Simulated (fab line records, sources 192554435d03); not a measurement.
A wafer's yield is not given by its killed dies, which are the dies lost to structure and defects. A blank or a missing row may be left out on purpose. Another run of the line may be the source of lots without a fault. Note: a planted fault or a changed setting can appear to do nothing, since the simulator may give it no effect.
Chamber matching ; flow n5-finfet ; N5_BEOL_M9_CMP_52 on cmp-02 has 4 sister chambers
The step polishes, stops on SiCOH lowk, t overpolish 7 s, target thk 140 nm. 14 wafers are shown with their chamber, then 7 later ones without.

## WAFERS, EACH WITH ITS CHAMBER
wafer;chamber;motor-current-A (A);time-to-endpoint-s (s);barrier-field-endpoint-s (s)
L075.2;1;6.2;67;28.9
L075.4;2;6.0;62;28.3
L075.6;1;6.4;67;29.4
L082.1;1;6.6;70;29.6
L082.4;0;7.8;72;29.6
L082.5;1;6.7;73;29.7
L084.2;3;5.6;71;30.1
L084.5;2;6.2;65;29.5
L084.6;3;6.0;68;30.7
L088.2;0;7.9;67;28.7
L088.3;3;6.1;71;29.3
L088.4;1;6.4;70;29.5
L090.3;2;6.0;63;28.6
L090.4;3;5.7;69;29.9

SIGNATURES, as means of the wafers listed above
reading;chamber 0;chamber 1;chamber 2;chamber 3;scatter within a chamber
motor-current-A;7.850;6.460;6.067;5.850;0.188
time-to-endpoint-s;69.50;69.40;63.33;69.75;2.22
barrier-field-endpoint-s;29.150;29.420;28.800;30.000;0.507
Rule: a wafer's distance from a chamber is the root of the sum, over the readings, of the square of ((its reading less the chamber's mean) divided by the reading's scatter). The wafer belongs to the nearest chamber; if the next one is less than 2 further off, it can't be placed. How the scatter is found: for the shown wafers, subtract from each reading the mean of its chamber, square and add these, divide the total by (wafers less chambers), then take the root.

## WAFERS WITH NO CHAMBER GIVEN
wafer;motor-current-A (A);time-to-endpoint-s (s);barrier-field-endpoint-s (s)
L090.6;6.1;69;30.2
L095.2;6.1;65;28.8
L095.5;6.5;68;30.2
L095.6;7.4;67;30.1
L094.3;5.9;71;30.1
L094.5;6.7;72;30.5
L094.6;7.3;70;29.8

## EACH ONE'S CHAMBER
wafer;from the rows above;in truth
L090.6;can't be placed: 3 or 1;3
L095.2;2;2
L095.5;can't be placed: 1 or 3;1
L095.6;0;0
L094.3;3;3
L094.5;can't be placed: 1 or 3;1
L094.6;can't be placed: 0 or 1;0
Placed correctly: 3 of 7. Unplaceable from these rows: 4, with the true chamber sitting among the candidates in 4. 0 placed wrongly.
